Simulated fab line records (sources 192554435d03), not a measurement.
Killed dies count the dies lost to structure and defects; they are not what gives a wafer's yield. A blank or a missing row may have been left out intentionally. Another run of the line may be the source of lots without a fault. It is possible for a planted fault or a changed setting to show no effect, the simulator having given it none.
fab line records	flow n5Finfet	part 1 of 2: steps 1 to 21 of 30
record lots=5	wafers=15	lastDay=17
route steps=1938 shown MOL_CONTACT_COAG@612 BEOL_M0_SAQP@632
lots untouched by any fault: they come from a run of this same line in which no faults occurred
startH: start of the lot's first displayed wafer, in hours after the record's first day	waitH: hours since the lot's step before	" same as the row above	L1.1+2: a row that stands for several wafers	- no value, or no start given	* or withheld: withheld	< > ~ a bound
route shown NAME@n: a module of which the file shows steps, and the number in the route of the first	usual: mean/standard deviation taken from wafers without a fault	same: alike in all rows	chamber/n: place in a boat	sites: the reading at each site	_std_site: the values' standard deviation	_edge_site: the outer-site mean with the inner-site mean subtracted	radiusMm: how far each site lies from the wafer's centre	mask NAME#n: copy n	behind: the last tool/chamber to shape the wafer	hold: what put the lot on hold/how long, in hours/how the hold closed	device: whichever transistor did not switch (one of n, p or np)	end of line: the route-end tests of the same wafers	where a step has no rows: the recipe by itself	killed: at the first sort, the dies lost to defects and structure; wafer yield is something else	map: a wafer's dies, marking killed ones x, the rest . and places with no die _
set.NAME: the run value of the setting; set.NAME@STEP: its run value at that earlier step	model.NAME: the simulator's own value behind a step, which no gauge read
lots at some steps of the route; a table a step, a row a wafer
services: from which hour (startH, from the record's first day; less than 0 if before it) a tool's chamber was out of use, for how many hours, and why
## steps
# step N5_MOL_CONTACT_COAG_STRIP_69
# recipe chemistry=N2/H2	tempC=40	n2FlowSccm=200	h2FlowSccm=200	rfFrequencyHz=6e+07
lot.wafer	tool	chamber	startH	waitH
L074.2+5+6	rieDiel-01	3,0,3	103.41	0.0
L076.3+5+6	rieDiel-01	0,0,3	113.29	0.0
L077.2+3+6	rieDiel-04	0,2,1	119.21	0.0
L079.2+5+6	rieDiel-01	2,1,0	130.88	0.0
L096.1+3+6	rieDiel-02	2,0,3	234.92	0.0
# step N5_MOL_CONTACT_COAG_ETCHBACK_136
# recipe chemistry=CHF3	target=SiO2	targetDepthA=250	timeS=16.7	ionEnergyEv=200	pressureMtorr=30	sourceW=610	biasW=170	Ar_flow_sccm=200	CHF3_flow_sccm=50
# usual drypumpMotorCurrentA=5.9/0.45	oesProductAu=0.76/0.064	rfVppV=524/9.2	showerheadPlenumPTorr=2.38/0.07	throttleValvePct=18.81/0.21
lot.wafer	tool	chamber	startH	waitH	drypumpMotorCurrentA	oesProductAu	rfHoursCounterH	rfVppV	showerheadPlenumPTorr	throttleValvePct
L074.2	rieDiel-01	3	103.42	0.0	6.7	0.73	203	533	2.46	19.02
L074.5	"	0	"	"	5.9	0.76	-	512	2.28	18.52
L074.6	"	3	"	"	6.7	0.73	-	534	2.46	19.03
L076.3	rieDiel-01	0	113.30	0.0	5.9	0.75	146	516	2.28	18.53
L076.5	"	0	"	"	5.9	0.76	-	515	2.28	18.52
L076.6	"	3	"	"	6.6	0.72	-	534	2.46	19.03
L077.2	rieDiel-04	0	119.22	0.0	5.3	0.72	183	509	2.38	18.76
L077.3	"	2	"	"	6.0	0.82	73	522	2.42	18.44
L077.6	"	1	"	"	5.5	0.85	-	522	2.42	18.87
L079.2	rieDiel-01	2	130.89	0.0	5.6	0.79	89	525	2.29	18.70
L079.5	"	1	"	"	6.2	0.88	-	532	2.42	18.82
L079.6	"	0	"	"	5.9	0.76	-	513	2.28	18.54
L096.1	rieDiel-02	2	234.93	0.0	6.7	0.72	190	518	2.49	19.25
L096.3	"	0	"	"	6.2	0.87	41	519	2.44	18.75
L096.6	"	3	"	"	5.2	0.69	-	520	2.38	18.68
# step N5_MOL_CONTACT_COAG_STRIP_120
# recipe chemistry=CHF3	resist=SiARC	rfFrequencyHz=6e+07
lot.wafer	tool	chamber	startH	waitH
L074.2+5+6	rieDiel-01	3,0,3	103.44	0.0
L076.3+5+6	rieDiel-01	0,0,3	113.32	0.0
L077.2+3+6	rieDiel-04	0,2,1	119.25	0.0
L079.2+5+6	rieDiel-01	2,1,0	130.91	0.0
L096.1+3+6	rieDiel-02	2,0,3	234.95	0.0
# step N5_MOL_CONTACT_COAG_VIA_ETCH_117
# recipe chemistry=C4F6/O2	targetDepthA=400	overetchA=80	maskMaterial=SOC	target=SiO2	biasW=455	pressureMtorr=10	timeS=26	sourceW=325	Ar_flow_sccm=300	C4F6_flow_sccm=10	O2_flow_sccm=10	ionEnergyEv=575.3	ends=endPoint
# usual drypumpMotorCurrentA=5.9/0.45	oesProductAu=0.69/0.052	rfVppV=1585/26	showerheadPlenumPTorr=2.84/0.084	throttleValvePct=41.2/0.33
lot.wafer	tool	chamber	startH	waitH	drypumpMotorCurrentA	oesProductAu	rfHoursCounterH	rfVppV	showerheadPlenumPTorr	throttleValvePct
L074.2	rieDiel-01	3	103.45	0.0	6.7	0.66	203	1612	2.94	41.3
L074.5	"	0	"	"	5.9	0.69	-	1558	2.73	40.7
L074.6	"	3	"	"	6.7	0.66	-	1612	2.94	41.3
L076.3	rieDiel-01	0	113.33	0.0	5.9	0.68	146	1557	2.72	40.8
L076.5	"	0	"	"	5.9	0.69	-	1559	2.72	40.8
L076.6	"	3	"	"	6.7	0.65	-	1611	2.94	41.3
L077.2	rieDiel-04	0	119.26	0.0	5.3	0.65	183	1541	2.84	41.4
L077.3	"	2	"	"	6.0	0.73	73	1578	2.88	40.8
L077.6	"	1	"	"	5.6	0.75	-	1581	2.89	41.7
L079.2	rieDiel-01	2	130.92	0.0	5.6	0.72	89	1588	2.73	41.0
L079.5	"	1	"	"	6.2	0.77	-	1615	2.88	41.6
L079.6	"	0	"	"	5.9	0.68	-	1557	2.72	40.8
L096.1	rieDiel-02	2	234.96	0.0	6.7	0.66	190	1575	2.97	41.8
L096.3	"	0	"	"	6.1	0.78	41	1574	2.92	41.1
L096.6	"	3	"	"	5.2	0.63	-	1575	2.84	41.0
# step N5_MOL_CONTACT_COAG_ETCH_124
# recipe chemistry=CH3F/O2	target=SiNx	targetDepthA=65	maskMaterial=SOC	stopOn=SiOC	overEtchFrac=0.3	ionEnergyEv=120	pressureMtorr=30	sourceW=395	biasW=73	Ar_flow_sccm=150	CH3F_flow_sccm=30	O2_flow_sccm=20	ends=endPoint
# usual drypumpMotorCurrentA=5.9/0.45	oesProductAu=0.66/0.051	rfVppV=297/5.3	showerheadPlenumPTorr=2.00/0.061	throttleValvePct=16.40/0.21
lot.wafer	tool	chamber	startH	waitH	drypumpMotorCurrentA	oesProductAu	rfHoursCounterH	rfVppV	showerheadPlenumPTorr	throttleValvePct
L074.2	rieDiel-01	3	103.48	0.0	6.8	0.63	203	302	2.07	16.63
L074.5	"	0	"	"	5.9	0.65	-	291	1.92	16.12
L074.6	"	3	"	"	6.7	0.62	-	301	2.07	16.63
L076.3	rieDiel-01	0	113.36	0.0	5.9	0.66	146	290	1.92	16.14
L076.5	"	0	"	"	5.9	0.65	-	292	1.92	16.15
L076.6	"	3	"	"	6.7	0.62	-	302	2.07	16.64
L077.2	rieDiel-04	0	119.29	0.0	5.3	0.61	183	287	2.00	16.35
L077.3	"	2	"	"	6.0	0.69	73	295	2.03	15.99
L077.6	"	1	"	"	5.5	0.72	-	296	2.04	16.45
L079.2	rieDiel-01	2	130.95	0.0	5.6	0.68	89	299	1.92	16.29
L079.5	"	1	"	"	6.2	0.74	-	303	2.03	16.38
L079.6	"	0	"	"	5.9	0.65	-	293	1.91	16.12
L096.1	rieDiel-02	2	234.99	0.0	6.7	0.63	190	294	2.09	16.82
L096.3	"	0	"	"	6.2	0.74	41	294	2.06	16.33
L096.6	"	3	"	"	5.2	0.60	-	294	2.00	16.32
# step N5_MOL_CONTACT_COAG_ETCH_48
# recipe chemistry=C4F6/O2	targetDepthA=150	overetchA=45	maskMaterial=SOC	target=SiOC	biasW=465	pressureMtorr=10	timeS=17	sourceW=335	Ar_flow_sccm=300	C4F6_flow_sccm=10	O2_flow_sccm=10	ionEnergyEv=576
# usual drypumpMotorCurrentA=5.9/0.45	oesProductAu=0.64/0.055	rfVppV=1587/26	showerheadPlenumPTorr=2.84/0.084	throttleValvePct=40.8/0.33
lot.wafer	tool	chamber	startH	waitH	drypumpMotorCurrentA	oesProductAu	rfHoursCounterH	rfVppV	showerheadPlenumPTorr	throttleValvePct
L074.2	rieDiel-01	3	103.52	0.0	6.7	0.60	203	1614	2.94	40.8
L074.5	"	0	"	"	5.9	0.64	-	1560	2.73	40.3
L074.6	"	3	"	"	6.6	0.65	-	1613	2.94	40.8
L076.3	rieDiel-01	0	113.40	0.0	5.9	0.66	146	1559	2.72	40.3
L076.5	"	0	"	"	5.9	0.62	-	1560	2.72	40.3
L076.6	"	3	"	"	6.7	0.59	-	1613	2.94	40.8
L077.2	rieDiel-04	0	119.33	0.0	5.3	0.57	183	1544	2.84	41.0
L077.3	"	2	"	"	6.0	0.71	73	1580	2.88	40.3
L077.6	"	1	"	"	5.5	0.72	-	1583	2.89	41.2
L079.2	rieDiel-01	2	130.99	0.0	5.6	0.65	89	1589	2.73	40.6
L079.5	"	1	"	"	6.2	0.78	-	1616	2.88	41.1
L079.6	"	0	"	"	5.9	0.62	-	1561	2.72	40.3
L096.1	rieDiel-02	2	235.03	0.0	6.6	0.63	190	1577	2.97	41.3
L096.3	"	0	"	"	6.2	0.69	41	1574	2.92	40.6
L096.6	"	3	"	"	5.2	0.57	-	1578	2.84	40.5
# step N5_MOL_CONTACT_COAG_STRIP_72
# recipe chemistry=N2/H2	powerW=450	tempC=40	pressureMtorr=20	rfFrequencyHz=6e+07	overashFraction=3	biasPowerW=7	h2Frac=0.5	n2FlowSccm=200	h2FlowSccm=200
# usual drypumpMotorCurrentA=5.9/0.46	oesProductAu=0.77/0.064	rfVppV=59.4/2	showerheadPlenumPTorr=2.53/0.065	throttleValvePct=23.72/0.22
lot.wafer	tool	chamber	startH	waitH	drypumpMotorCurrentA	oesProductAu	rfHoursCounterH	rfVppV	showerheadPlenumPTorr	throttleValvePct
L074.2	rieDiel-01	3	103.58	0.0	6.7	0.71	203	60.2	2.60	23.55
L074.5	"	0	"	"	6.0	0.79	-	59.6	2.44	23.63
L074.6	"	3	"	"	6.7	0.73	-	58.8	2.61	23.56
L076.3	rieDiel-01	0	113.46	0.0	5.9	0.76	146	60.0	2.44	23.70
L076.5	"	0	"	"	5.9	0.76	-	62.6	2.44	23.70
L076.6	"	3	"	"	6.8	0.73	-	58.6	2.60	23.53
L077.2	rieDiel-04	0	119.38	0.0	5.3	0.72	183	58.9	2.53	23.58
L077.3	"	2	"	"	5.9	0.82	73	60.8	2.57	23.38
L077.6	"	1	"	"	5.5	0.85	-	59.2	2.58	23.85
L079.2	rieDiel-01	2	131.04	0.0	5.6	0.78	89	60.1	2.47	24.00
L079.5	"	1	"	"	6.2	0.86	-	61.2	2.59	23.90
L079.6	"	0	"	"	5.9	0.76	-	56.9	2.44	23.68
L096.1	rieDiel-02	2	235.08	0.0	6.6	0.75	190	63.0	2.63	24.02
L096.3	"	0	"	"	6.2	0.87	41	58.0	2.58	23.32
L096.6	"	3	"	"	5.2	0.70	-	62.6	2.50	23.30
# step N5_MOL_CONTACT_COAG_STRIP_49
# recipe chemistry=N2/H2	timeS=30	powerW=1000	tempC=250	pressureMtorr=withheld	n2FlowSccm=1750	h2FlowSccm=3250
# usual drypumpMotorCurrentA=5.38/0.27	heaterPowerW=353/15
lot.wafer	tool	chamber	startH	waitH	drypumpMotorCurrentA	heaterPowerW	rfHoursCounterH
L074.2	plasmaAsher-01	0	103.66	-	5.46	336	42
L074.5	"	0	"	"	5.47	332	-
L074.6	"	1	"	"	5.70	369	-
L076.3	plasmaAsher-01	0	113.65	-	5.46	342	-
L076.5	"	1	"	"	5.70	365	-
L076.6	"	0	"	"	5.45	340	-
L077.2	plasmaAsher-01	0	119.46	-	5.46	331	48
L077.3	"	1	"	"	5.63	364	-
L077.6	"	0	"	"	5.46	324	-
L079.2	plasmaAsher-02	1	131.12	-	5.15	368	85
L079.5	"	1	"	"	5.17	368	-
L079.6	"	0	"	"	4.97	358	-
L096.1	plasmaAsher-02	1	235.16	-	5.15	372	107
L096.3	"	0	"	"	4.98	355	-
L096.6	"	0	"	"	4.98	342	-
# step N5_MOL_CONTACT_COAG_PRECLEAN_138
# recipe chemistry=alkalineClean	tempC=60	timeS=60	doPpb=50
lot.wafer	tool	chamber	startH	waitH
L074.2+5+6	wetBench-03	2,7,4	103.74	0.1
L076.3+5+6	wetBench-06	6,3,5	113.72	0.0
L077.2+3+6	wetBench-05	5,6,2	119.55	0.1
L079.2+5+6	wetBench-05	3,0,1	131.21	0.1
L096.1+3+6	wetBench-06	5,1,2	235.25	0.1
# step N5_MOL_CONTACT_COAG_SRD_139
# recipe dry=ipaMarangoni	timeS=30	tempC=23	rinseLiquid=diw
lot.wafer	tool	chamber	startH	waitH
L074.2+5+6	wetBench-03	2,7,4	103.76	0.0
L076.3+5+6	wetBench-06	6,3,5	113.74	0.0
L077.2+3+6	wetBench-05	5,6,2	119.57	0.0
L079.2+5+6	wetBench-05	3,0,1	131.23	0.0
L096.1+3+6	wetBench-06	5,1,2	235.27	0.0
# step N5_MOL_CONTACT_COAG_CD_MEAS_101
# recipe targetCdNm=16
# usual cdNm=15.9/0.38
lot.wafer	tool	chamber	startH	waitH	cdNm
L074.2	cdSem-01	-	103.80	0.0	15.7
L074.5	"	-	"	"	16.0
L074.6	"	-	"	"	15.2
L076.3	cdSem-03	-	113.78	0.0	16.0
L076.5	"	-	"	"	16.5
L076.6	"	-	"	"	15.6
L077.2	cdSem-02	-	119.61	0.0	17.1
L077.3	"	-	"	"	15.9
L077.6	"	-	"	"	16.6
L079.2	cdSem-01	-	131.27	0.0	16.6
L079.5	"	-	"	"	15.8
L079.6	"	-	"	"	15.5
L096.1	cdSem-01	-	235.31	0.0	15.9
L096.3	"	-	"	"	15.5
L096.6	"	-	"	"	15.3
# step N5_MOL_CONTACT_COAG_PRE_CLEAN_121
# recipe gas=H2/He	timeS=*	tempC=withheld
lot.wafer	tool	chamber	startH	waitH
L074.2+5+6	cvdW-01	0,1,0	103.85	0.0
L076.3+5+6	cvdW-02	1,1,0	113.85	0.1
L077.2+3+6	cvdW-02	1,0,0	119.65	0.0
L079.2+5+6	cvdW-02	1,0,1	131.31	0.0
L096.1+3+6	cvdW-02	0,0,1	235.35	0.0
# step N5_MOL_CONTACT_COAG_CVD_140
# recipe material=W	targetThkA=665	mode=selectiveFill	tempC=300	timeS=215
# usual heaterPowerW=477/36
lot.wafer	tool	chamber	startH	waitH	heaterPowerW
L074.2	cvdW-01	0	103.94	0.1	485
L074.5	"	1	"	"	502
L074.6	"	0	"	"	490
L076.3	cvdW-02	1	113.99	0.1	423
L076.5	"	1	"	"	419
L076.6	"	0	"	"	492
L077.2	cvdW-02	1	119.74	0.1	418
L077.3	"	0	"	"	513
L077.6	"	0	"	"	504
L079.2	cvdW-02	1	131.40	0.1	420
L079.5	"	0	"	"	504
L079.6	"	1	"	"	439
L096.1	cvdW-02	0	235.44	0.1	504
L096.3	"	0	"	"	520
L096.6	"	1	"	"	426
# step N5_MOL_CONTACT_COAG_PRECLEAN_127
# recipe chemistry=DIW	timeS=57.5	tempC=23
lot.wafer	tool	chamber	startH	waitH
L074.2+5+6	wetBench-03	5,0,3	104.21	0.2
L076.3+5+6	wetBench-05	6,3,0	114.19	0.1
L077.2+3+6	wetBench-06	4,3,5	120.01	0.2
L079.2+5+6	wetBench-06	1,0,2	131.67	0.2
L096.1+3+6	wetBench-03	6,4,7	235.71	0.2
# step N5_MOL_CONTACT_COAG_SRD_128
# recipe dryTimeS=32	dry=n2Spin	spinRpm=1500
lot.wafer	tool	chamber	startH	waitH
L074.2+5+6	wetBench-03	5,0,3	104.22	0.0
L076.3+5+6	wetBench-05	6,3,0	114.21	0.0
L077.2+3+6	wetBench-06	4,3,5	120.03	0.0
L079.2+5+6	wetBench-06	1,0,2	131.69	0.0
L096.1+3+6	wetBench-03	6,4,7	235.73	0.0
# step N5_MOL_CONTACT_COAG_CMP_52
# recipe stopOn=SiO2	tOverpolishS=1.5	postCmpClean=wDiluteNh4oh	downForcePsi=4	platenRpm=50.289	padVelocityMS=1.0006	targetThkNm=66.5
# usual motorCurrentA=12.2/1.3	overpolishRunS=1.500/0.0095	timeToEndpointS=13.8/2.6
lot.wafer	tool	chamber	startH	waitH	motorCurrentA	overpolishRunS	timeToEndpointS
L074.2	cmp-03	0	104.33	0.1	11.3	1.499	12.4
L074.5	"	2	"	"	11.2	1.500	14.5
L074.6	"	3	"	"	10.6	1.497	11.5
L076.3	cmp-01	0	114.28	0.1	13.7	1.504	14.0
L076.6	"	3	"	"	10.8	1.505	12.9
L076.5	"	0	"	"	13.6	1.499	15.6
L077.2	cmp-01	0	120.14	0.1	14.1	1.514	18.6
L077.3	"	1	"	"	10.5	1.513	17.3
L077.6	"	2	"	"	13.5	1.492	19.8
L079.2	cmp-03	0	131.76	0.1	11.7	1.513	16.5
L079.6	"	3	"	"	11.7	1.496	11.2
L079.5	"	0	"	"	11.2	1.485	14.7
L096.1	cmp-04	0	235.76	0.0	13.8	1.506	14.6
L096.3	"	2	"	"	14.2	1.488	12.7
L096.6	"	0	"	"	13.4	1.504	14.9
# step N5_MOL_CONTACT_COAG_THK_MEAS_53
# recipe reads=SiO2_of_MOL_CONTACT_COAG_PECVD_31
# usual VIA_MOL_THK=43.9/0.64
lot.wafer	tool	chamber	startH	waitH	VIA_MOL_THK[nm]
L074.2	filmMetro-01	-	104.55	-	43.6
L074.5	"	-	"	"	44.2
L074.6	"	-	"	"	44.7
L076.3	filmMetro-01	-	114.54	-	42.6
L076.5	"	-	"	"	43.3
L076.6	"	-	"	"	44.1
L077.2	filmMetro-02	-	120.36	-	43.8
L077.3	"	-	"	"	42.9
L077.6	"	-	"	"	43.8
L079.2	filmMetro-02	-	132.02	-	43.7
L079.5	"	-	"	"	44.8
L079.6	"	-	"	"	44.6
L096.1	filmMetro-02	-	236.06	-	42.8
L096.3	"	-	"	"	43.7
L096.6	"	-	"	"	44.2
# step N5_MOL_CONTACT_COAG_ANNEAL_112
# recipe tempC=400	timeS=1800	ambient=HPD2	pressureAtm=10
# usual pressureAtm=9.995/0.018	spikeTcBottomC=425.4/0.9	wafer_temp_C_max=401.5/0.35	zonePowerLowerPct=6.76/0.072
lot.wafer	tool	chamber	startH	waitH	pressureAtm	spikeTcBottomC	wafer_temp_C_max	zonePowerLowerPct
L074.2	hpAnneal-01	0	105.42	0.9	10.002	424.6	401.5	6.75
L074.5	"	0	"	"	9.992	426.3	401.5	6.66
L074.6	"	0	"	"	10.015	424.4	401.6	6.86
L076.3	hpAnneal-01	0	114.56	0.0	9.988	424.1	401.9	6.77
L076.5	"	0	"	"	9.988	425.8	401.8	6.72
L076.6	"	0	"	"	9.996	424.5	401.5	6.60
L077.2	hpAnneal-01	0	120.38	0.0	9.975	425.1	401.2	6.70
L077.3	"	0	"	"	9.987	426.1	401.7	6.78
L077.6	"	0	"	"	10.017	425.0	401.4	6.82
L079.2	hpAnneal-01	0	132.05	0.0	10.000	425.2	401.5	6.83
L079.5	"	0	"	"	9.996	425.6	401.5	6.67
L079.6	"	0	"	"	9.994	424.3	402.2	6.81
L096.1	hpAnneal-01	0	236.08	0.0	9.991	426.6	401.3	6.69
L096.3	"	0	"	"	10.018	427.1	400.9	6.84
L096.6	"	0	"	"	10.021	424.7	401.4	6.79
# step N5_MOL_CONTACT_COAG_INSPECT_97
# recipe inspectInstrument=darkfield	mode=postAnneal
# usual rawDefectCount=44/16
lot.wafer	tool	chamber	startH	waitH	rawDefectCount
L074.2	defectInspect-01	-	108.47	0.0	52
L074.5	"	-	"	"	44
L074.6	"	-	"	"	43
L076.3	defectInspect-01	-	117.63	0.1	61
L076.5	"	-	"	"	43
L076.6	"	-	"	"	50
L077.2	defectInspect-01	-	123.43	0.0	33
L077.3	"	-	"	"	61
L077.6	"	-	"	"	49
L079.2	defectInspect-01	-	135.09	0.0	42
L079.5	"	-	"	"	42
L079.6	"	-	"	"	37
L096.1	defectInspect-02	-	239.12	0.0	31
L096.3	"	-	"	"	56
L096.6	"	-	"	"	68
# step N5_BEOL_M0_SAQP_PECVD_00
# recipe material=SiCN	targetThkA=80	tempC=withheld	precursor=3MS/NH3	pressureTorr=3	rfW=202	timeS=14
# usual showerheadPlenumPTorr=3.664/0.012	throttleValvePct=9.1/0.57
lot.wafer	tool	chamber	startH	waitH	showerheadPlenumPTorr	throttleValvePct
L074.2	pecvd-03	0	108.79	0.2	3.658	9.0
L074.5	"	0	"	"	3.651	9.0
L074.6	"	1	"	"	3.670	9.5
L076.3	pecvd-03	2	117.92	0.1	3.662	8.2
L076.5	"	2	"	"	3.655	7.9
L076.6	"	1	"	"	3.669	9.4
L077.2	pecvd-03	0	123.74	0.2	3.654	9.0
L077.3	"	1	"	"	3.663	9.5
L077.6	"	0	"	"	3.659	8.9
L079.2	pecvd-02	0	135.40	0.2	3.686	8.5
L079.5	"	1	"	"	3.677	9.6
L079.6	"	2	"	"	3.651	9.2
L096.1	pecvd-02	0	239.45	0.2	3.679	8.6
L096.3	"	1	"	"	3.683	9.7
L096.6	"	2	"	"	3.644	9.6
# step N5_BEOL_M0_SAQP_ILD_DEP_01
# recipe material=SiOC	targetThkA=454.19	tempC=350	precursor=DEMS/O2	pressureTorr=5	rfW=500	timeS=8.7
# usual heaterPowerW=525/44	showerheadPlenumPTorr=5.694/0.014	throttleValvePct=11.9/0.74
lot.wafer	tool	chamber	startH	waitH	heaterPowerW	showerheadPlenumPTorr	throttleValvePct
L074.2	pecvd-03	0	108.81	0.0	532	5.701	11.9
L074.5	"	0	"	"	541	5.694	11.9
L074.6	"	1	"	"	572	5.711	12.4
L076.3	pecvd-03	2	117.94	0.0	583	5.685	10.5
L076.5	"	2	"	"	607	5.690	10.9
L076.6	"	1	"	"	517	5.700	12.8
L077.2	pecvd-03	0	123.77	0.0	599	5.691	11.8
L077.3	"	1	"	"	551	5.695	12.5
L077.6	"	0	"	"	594	5.705	11.8
L079.2	pecvd-02	0	135.43	0.0	531	5.700	11.2
L079.5	"	1	"	"	425	5.704	12.6
L079.6	"	2	"	"	502	5.676	12.6
L096.1	pecvd-02	0	239.48	0.0	498	5.692	11.3
L096.3	"	1	"	"	488	5.690	12.6
L096.6	"	2	"	"	549	5.674	12.6
